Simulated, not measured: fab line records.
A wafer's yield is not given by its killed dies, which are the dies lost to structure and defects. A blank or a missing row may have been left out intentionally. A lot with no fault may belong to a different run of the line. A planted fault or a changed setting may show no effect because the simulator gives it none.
fab line records	flow n5Finfet
[record] lots = 5	wafers = 14	lastDay = 17
route steps=1938 shown BEOL_M0_SAQP@635 BEOL_M4@1111 PASSIVATION@1936
lots untouched by any fault: they come from a run of this same line in which no faults occurred
startH: hours from the record's first day to the start of the lot's first wafer shown	waitH: hours from the lot's prior step to this one	" identical to the entry in the row above	L1.1+2: a single row standing in for several wafers	- no value present, or no start provided	* or withheld: withheld	< > ~ a bound
route shown NAME@n: NAME is a module with steps in the file, n the number in the route of the first one	usual: the fault-free wafers' mean and standard deviation	same: alike in all rows	chamber/n: place in a boat	sites: readings site by site	_std_site: standard deviation across them	_edge_site: inner sites' mean taken away from outer sites' mean	radiusMm: how far each site lies from the wafer's centre	mask NAME#n: copy n	behind: the most recent tool/chamber to have shaped the wafer	hold: what put the lot on hold/how long, in hours/how the hold closed	device: which transistor (n, p or np) failed to switch	end of line: the route-end tests of the same wafers	where a step has no rows: the recipe by itself	killed: at the first sort, the dies lost to defects and structure; wafer yield is something else	map: the dies of a wafer, with x for killed, . for not killed, _ for no die there
set.NAME: the setting the step ran with; set.NAME@STEP: the setting that earlier step ran with	model.NAME: the simulator's own value behind a step, which no gauge read
lots seen at some steps along the route; tables by step, rows by wafer
services: from which hour (startH, from the record's first day; less than 0 if before it) a tool's chamber was out of use, for how many hours, and why
[[steps]]
[step N5_BEOL_M0_SAQP_PECVD_03]
[recipe] material = SiCN	targetThkA = 120	tempC = withheld	precursor = 3MS/NH3	pressureTorr = 3	rfW = 202	timeS = 21.1
[usual] rfFwdPowerW = 198.7/1.3	showerheadPlenumPTorr = 3.667/0.012	showerheadVppV = 879/44	throttleValvePct = 8.9/0.37
lot.wafer	tool	chamber	startH	waitH	rfFwdPowerW	showerheadPlenumPTorr	showerheadVppV	throttleValvePct
L440.2	pecvd-02	0	121.63	0.1	200.3	3.677	848	8.6
L440.3	"	1	"	"	200.7	3.674	911	9.7
L440.5	"	2	"	"	196.9	3.688	981	9.2
L448.1	pecvd-04	2	171.68	0.1	198.5	3.654	887	8.3
L448.2	"	0	"	"	198.7	3.672	931	9.2
L448.6	"	0	"	"	199.3	3.682	948	9.0
L450.3	pecvd-03	0	183.77	0.1	198.7	3.658	831	9.0
L450.4	"	0	"	"	197.8	3.650	839	8.8
L450.6	"	1	"	"	198.3	3.659	844	8.8
L455.5	pecvd-03	1	211.27	0.0	197.7	3.658	850	9.0
L455.6	"	0	"	"	197.9	3.646	844	8.9
L459.2	pecvd-02	1	234.37	0.1	200.6	3.669	913	9.7
L459.5	"	1	"	"	200.6	3.672	922	9.5
L459.6	"	0	"	"	198.8	3.668	832	8.7
[step N5_BEOL_M0_SAQP_PECVD_96]
[recipe] material = a-Si	targetThkA = 450	tempC = 350	precursor = SiH4/He	pressureTorr = 3	rfW = 100	timeS = 45.2
[usual] heaterPowerW = 636/76	rfFwdPowerW = 98.9/0.48	showerheadPlenumPTorr = 5.67/0.044	showerheadVppV = 616/31	throttleValvePct = 17.9/0.65
lot.wafer	tool	chamber	startH	waitH	heaterPowerW	rfFwdPowerW	showerheadPlenumPTorr	showerheadVppV	throttleValvePct
L440.2	pecvd-02	0	121.66	0.0	591	99.0	5.69	595	17.4
L440.3	"	1	"	"	622	99.5	5.69	652	18.8
L440.5	"	2	"	"	592	98.6	5.81	690	18.5
L448.1	pecvd-04	2	171.71	0.0	673	98.8	5.67	639	16.4
L448.2	"	0	"	"	569	99.0	5.70	654	18.8
L448.6	"	0	"	"	568	98.8	5.69	655	18.5
L450.3	pecvd-03	0	183.80	0.0	723	98.9	5.60	592	18.1
L450.4	"	0	"	"	738	99.1	5.60	580	17.7
L450.6	"	1	"	"	659	98.8	5.64	595	17.9
L455.5	pecvd-03	1	211.31	0.0	633	98.4	5.64	591	17.9
L455.6	"	0	"	"	687	98.6	5.60	582	17.7
L459.2	pecvd-02	1	234.41	0.0	596	99.4	5.69	646	18.9
L459.5	"	1	"	"	591	99.5	5.71	635	18.7
L459.6	"	0	"	"	606	99.4	5.70	595	17.8
[step N5_BEOL_M0_SAQP_PECVD_97]
[recipe] material = SiNx	targetThkA = 230	tempC = 350	precursor = SiH4/NH3/N2	pressureTorr = 1.5	rfW = 300	timeS = 19.9
[usual] heaterPowerW = 571/80	rfFwdPowerW = 296.2/1.7	showerheadPlenumPTorr = 5.15/0.059	showerheadVppV = 1067/51	throttleValvePct = 39.2/1.4
lot.wafer	tool	chamber	startH	waitH	heaterPowerW	rfFwdPowerW	showerheadPlenumPTorr	showerheadVppV	throttleValvePct
L440.2	pecvd-02	0	121.71	0.0	610	297.9	5.17	1039	38.0
L440.3	"	1	"	"	547	298.3	5.17	1106	41.6
L440.5	"	2	"	"	565	295.0	5.33	1200	40.0
L448.1	pecvd-04	2	171.76	0.0	631	295.8	5.14	1090	36.0
L448.2	"	0	"	"	499	294.6	5.18	1144	40.3
L448.6	"	0	"	"	498	295.3	5.18	1120	40.3
L450.3	pecvd-03	0	183.85	0.0	683	296.0	5.06	1005	39.2
L450.4	"	0	"	"	669	296.7	5.07	1016	39.0
L450.6	"	1	"	"	572	295.7	5.11	1026	39.5
L455.5	pecvd-03	1	211.35	0.0	576	294.7	5.10	1026	39.4
L455.6	"	0	"	"	671	293.4	5.06	1008	39.2
L459.2	pecvd-02	1	234.48	0.0	590	297.4	5.18	1107	41.6
L459.5	"	1	"	"	589	299.5	5.19	1079	41.6
L459.6	"	0	"	"	528	298.3	5.18	1030	38.7
[step N5_BEOL_M0_SAQP_PECVD_04]
[recipe] material = a-Si	targetThkA = 600	tempC = 350	precursor = SiH4/He	pressureTorr = 3	rfW = 100	timeS = 60.2
[usual] heaterPowerW = 634/79	rfFwdPowerW = 99.2/0.4	showerheadPlenumPTorr = 5.67/0.044	showerheadVppV = 616/31	throttleValvePct = 17.9/0.67
lot.wafer	tool	chamber	startH	waitH	heaterPowerW	rfFwdPowerW	showerheadPlenumPTorr	showerheadVppV	throttleValvePct
L440.2	pecvd-02	0	121.75	0.0	597	99.8	5.70	603	17.7
L440.3	"	1	"	"	647	99.6	5.70	641	18.8
L440.5	"	2	"	"	571	99.0	5.80	704	18.2
L448.1	pecvd-04	2	171.80	0.0	724	99.4	5.66	619	16.6
L448.2	"	0	"	"	546	99.2	5.70	655	18.5
L448.6	"	0	"	"	538	98.8	5.69	654	18.4
L450.3	pecvd-03	0	183.88	0.0	702	99.5	5.61	581	17.7
L450.4	"	0	"	"	708	99.3	5.60	589	17.8
L450.6	"	1	"	"	624	98.7	5.64	588	17.8
L455.5	pecvd-03	1	211.41	0.0	653	98.7	5.65	597	17.9
L455.6	"	0	"	"	723	99.0	5.61	587	18.2
L459.2	pecvd-02	1	234.54	0.0	640	99.7	5.68	634	18.9
L459.5	"	1	"	"	638	99.6	5.69	634	19.0
L459.6	"	0	"	"	680	99.4	5.72	601	17.5
[step N5_BEOL_M0_SAQP_THK_MEAS_05]
[usual] thkNm = 59.8/0.79
lot.wafer	tool	chamber	startH	waitH	thkNm
L440.2	filmMetro-02	-	121.84	0.1	59.6
L440.3	"	-	"	"	60.1
L440.5	"	-	"	"	61.3
L448.1	filmMetro-01	-	171.89	0.1	59.9
L448.2	"	-	"	"	59.7
L448.6	"	-	"	"	60.8
L450.3	filmMetro-01	-	183.98	0.1	60.0
L450.4	"	-	"	"	60.6
L450.6	"	-	"	"	60.8
L455.5	filmMetro-01	-	211.47	0.0	61.3
L455.6	"	-	"	"	60.5
L459.2	filmMetro-02	-	234.67	0.1	58.5
L459.5	"	-	"	"	60.0
L459.6	"	-	"	"	59.3
[step N5_BEOL_M0_SAQP_HM_DEP_111]
[recipe] material = SiO2	targetThkA = 120	tempC = 400	precursor = SiH4/N2O	pressureTorr = 0.75	rfW = 275	timeS = 7.2
[usual] heaterPowerW = 791/100	rfFwdPowerW = 272.3/1.4	showerheadPlenumPTorr = 8.19/0.13	showerheadVppV = 1028/53
lot.wafer	tool	chamber	startH	waitH	heaterPowerW	rfFwdPowerW	showerheadPlenumPTorr	showerheadVppV
L440.2	pecvd-02	2	121.88	0.0	769	270.4	8.53	1145
L440.3	"	0	"	"	798	273.8	8.26	1005
L440.5	"	1	"	"	736	272.7	8.23	1068
L448.1	pecvd-02	1	171.93	0.0	818	275.9	8.23	1045
L448.2	"	0	"	"	771	271.5	8.25	994
L448.6	"	2	"	"	790	271.2	8.53	1147
L450.3	pecvd-04	2	184.02	0.0	950	271.4	8.12	1060
L450.4	"	2	"	"	954	270.9	8.11	1039
L450.6	"	1	"	"	699	273.5	8.12	1016
L455.5	pecvd-02	1	211.56	0.1	789	273.3	8.24	1071
L455.6	"	0	"	"	732	272.9	8.23	987
L459.2	pecvd-04	2	234.71	0.0	938	272.0	8.09	1037
L459.5	"	0	"	"	725	271.7	8.22	1081
L459.6	"	1	"	"	699	274.3	8.13	1006
[step N5_BEOL_M0_SAQP_COAT_81]
[recipe] resist = SOC	tempC = 250	timeS = 60	spinRpm = 1500	resistThkNm = 100
[step N5_BEOL_M0_SAQP_COAT_82]
[recipe] resist = SiARC	tempC = 220	timeS = 60	spinRpm = 1500	resistThkNm = 30
[step N5_BEOL_M0_SAQP_COAT_08]
[recipe] resist = CAR-ArF	spinRpm = 1500	resistThkNm = 90
[step N5_BEOL_M0_SAQP_EBR_10]
[recipe] solvent = PGMEA	ebrWidthMm = 1.5
[step N5_BEOL_M0_SAQP_SOFTBAKE_09]
[recipe] tempC = 110	timeS = 60	resist = CAR-ArF
[step N5_BEOL_M0_SAQP_EXPOSE_11]
[recipe] maskId = M0_CORE	na = 1.35	sourceShape = dipole	sigmaInner = 0.538	sigmaOuter = 0.738	polarization = te	targetCdNm = 42	doseMj = 55
[step N5_BEOL_M0_SAQP_PEB_12]
[recipe] pebTempC = withheld	pebTimeS = 60	resist = CAR-ArF
lot.wafer	tool	chamber	startH	waitH
L440.2+3+5	lithoTrack-05	0	122.26	0.0
L448.1+2+6	lithoTrack-02	0	172.31	0.1
L450.3+4+6	lithoTrack-05	0	184.27	0.0
L455.5+6	lithoTrack-02	0	211.92	0.0
L459.2+5+6	lithoTrack-05	0	235.09	0.0
[step N5_BEOL_M0_SAQP_DEVELOP_13]
[recipe] developTimeS = 30	developer = TMAH	resist = CAR-ArF	devTempC = 23	rinseLiquid = diw	dry = airSpin
[step N5_BEOL_M0_SAQP_CD_MEAS_14]
[recipe] targetCdNm = 42.5	landingEnergyEv = 500	detector = seInlens
[usual] cdNm = 42.5/0.4
lot.wafer	tool	chamber	startH	waitH	cdNm
L440.2	cdSem-03	0	122.32	-	42.2
L440.3	"	0	"	"	42.8
L440.5	"	0	"	"	42.5
L448.1	cdSem-02	0	172.38	-	43.1
L448.2	"	0	"	"	42.8
L448.6	"	0	"	"	42.8
L450.3	cdSem-03	0	184.34	-	42.1
L450.4	"	0	"	"	42.4
L450.6	"	0	"	"	41.9
L455.5	cdSem-03	0	211.99	-	42.2
L455.6	"	0	"	"	37.3
L459.2	cdSem-01	0	235.15	-	42.7
L459.5	"	0	"	"	42.8
L459.6	"	0	"	"	42.6
[step N5_BEOL_M0_SAQP_OVL_MEAS_15]
[recipe] pointsPerWafer = 44
[usual] M0_CORE_OVL = 0.2/0.73
lot.wafer	tool	chamber	startH	waitH	M0_CORE_OVL[nm]
L440.2	overlay-02	0	122.35	0.0	0.3
L440.3	"	0	"	"	-0.3
L440.5	"	0	"	"	-1.0
L448.1	overlay-02	0	172.41	0.0	0.2
L448.2	"	0	"	"	0.9
L448.6	"	0	"	"	0.4
L450.3	overlay-02	0	184.37	0.0	-1.1
L450.4	"	0	"	"	-0.7
L450.6	"	0	"	"	-0.3
L455.5	overlay-02	0	212.01	0.0	0.2
L455.6	"	0	"	"	2.2
L459.2	overlay-02	0	235.18	0.0	-0.2
L459.5	"	0	"	"	0.2
L459.6	"	0	"	"	-0.6
[step N5_BEOL_M4_RC_MEAS_101]
[usual] DIBL_N = 36.0/1.7	DIBL_P = 36.0/2	IOFF_N = 0.156/0.028	IOFF_P = 0.21/0.04	ION_N = 673/12	ION_P = 463/8.3	SS_N = 71.4/0.6	SS_P = 73.3/0.66	VT_N = 250/3	VT_P = -250/3.8
lot.wafer	tool	chamber	startH	waitH	DIBL_N[mV/V]	DIBL_P[mV/V]	IOFF_N[nA/um]	IOFF_P[nA/um]	ION_N[uA/um]	ION_P[uA/um]	SS_N[mV/dec]	SS_P[mV/dec]	VT_N[mV]	VT_P[mV]
L440.2	prober-02	0	169.46	0.2	32.8	32.6	0.114	0.14	664	451	71.0	71.6	255	-259
L440.3	"	0	"	"	34.9	35.6	0.151	0.18	692	466	71.0	73.7	250	-253
L440.5	"	0	"	"	33.6	35.5	0.134	0.17	675	458	70.9	73.3	252	-254
L448.1	prober-02	0	226.85	0.0	33.4	33.8	0.127	0.20	668	462	71.3	72.1	252	-246
L448.2	"	0	"	"	34.8	35.0	0.141	0.22	662	458	72.1	73.4	254	-246
L448.6	"	0	"	"	32.9	32.3	0.119	0.19	663	456	71.0	72.1	255	-246
L450.3	prober-02	0	239.08	0.3	34.1	34.7	0.139	0.23	678	474	70.7	73.0	250	-246
L450.4	"	0	"	"	34.8	35.9	0.168	0.25	685	480	71.6	73.5	245	-245
L450.6	"	0	"	"	36.1	37.3	0.177	0.29	666	469	71.5	73.5	246	-244
L455.5	prober-02	0	274.77	0.6	38.2	37.5	0.184	0.24	700	476	72.0	73.9	248	-245
L455.6	"	0	"	"	38.3	37.1	0.164	0.23	673	463	72.0	73.0	250	-249
L459.2	prober-02	0	296.77	0.2	36.9	37.8	0.172	0.25	665	457	71.5	73.4	248	-247
L459.5	"	0	"	"	34.1	34.9	0.133	0.20	667	469	70.3	73.2	250	-247
L459.6	"	0	"	"	35.9	36.5	0.173	0.23	667	461	71.0	73.6	246	-245
[step N5_PASSIVATION_PROBE_49]
[usual] defectLimitedYield = 91.6/1.6	killed_at_M0_to_M3 = 31/10	killed_at_M4_up = 14/6.3	killedAtContacts = 12/6.1	killedAtFrontEnd = 39/12	killedAtOther = 3.7/2.8	killedDies = 100/19	killedOpen = 66/14	killedShort = 33/8.1	sort_bin_5_function = 5.0/1.1	sort_bin_6_memory = 3.2/0.66	sortNPass = 1080/18	sortYieldPct = 91.6/1.6
[same] grossDies = 1180	killedAtBackSide = 0	sort_bin_4_leakage[%] = 0	sort_bin_8_speed[%] = 0
lot.wafer	tool	chamber	startH	waitH	defectLimitedYield[%]	killed_at_M0_to_M3	killed_at_M4_up	killedAtContacts	killedAtFrontEnd	killedAtOther	killedDies	killedOpen	killedShort	sort_bin_5_function[%]	sort_bin_6_memory[%]	sortNPass	sortYieldPct[%]
L455.6	prober-02	-	376.95	0.3	87.5	39	20	17	69	3	148	80	63	7.5	4.3	1032	87.5
L459.5	prober-02	-	406.58	0.2	93.2	17	14	24	24	1	80	54	23	4.0	2.5	1100	93.2
// killed by level:class
L455.6 FIN_SAQP:geometricParticle:short=23 FIN_SAQP:geometricParticle:open=21 BEOL_M4:geometricParticle:open=15 MOL_CONTACT_COAG:geometricParticle:open=13 BEOL_M0_SAQP:geometricParticle:short=12 ILD0:geometricParticle:open=7 BEOL_M0_SAQP:geometricParticle:open=7 BEOL_M2:geometricParticle:open=7
L459.5 MOL_CONTACT_COAG:geometricParticle:open=21 BEOL_M4:geometricParticle:open=8 BEOL_M0_SAQP:geometricParticle:short=5 DUMMY_GATE:geometricParticle:open=4 BEOL_M0_SAQP:geometricParticle:open=4 FIN_SAQP:geometricParticle:short=3 ILD0:geometricParticle:short=3 MOL_CONTACT_COAG:geometricParticle:short=3
[[services]]
tool	chamber	startH	hours	kind
pecvd-04	1	112.91	5.5	scheduledDown
pecvd-03	1	123.29	2.1	scheduledDown
pecvd-04	0	128.27	5.5	scheduledDown
pecvd-03	0	188.27	5.0	repair
pecvd-02	2	191.46	2.1	scheduledDown
pecvd-03	0	202.08	2.1	scheduledDown
pecvd-02	-	206.05	3.1	repair
pecvd-02	2	215.16	-	clean
pecvd-02	2	215.16	-	consumableReplace:showerhead
pecvd-02	2	215.16	29.0	scheduledDown
pecvd-02	2	215.16	29.0	ventCycle
pecvd-02	-	217.20	2.8	pm
pecvd-03	-	230.62	5.5	pm
pecvd-02	1	235.00	3.7	repair
[[key]]
[firstSign] step = N5_BEOL_M0_SAQP_CD_MEAS_14	reading = cdNm	direction = down	sigmas = 13	usual = 42.5	struck = 37.3
effect none on later readings
metAt N5_BEOL_M0_SAQP_PEB_12
struckWafers L455.6
onsetBetween 172.31 211.92
[fault] kind = processParameterDrift	tool = lithoTrack-02	chamber = -	onsetH = 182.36	steps = N5_BEOL_M0_SAQP_PEB_12	channel = pebTimeS	offset = *	shape = step	endH = 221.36	scope = struckWafersOnly	actsIn = *	stated = *
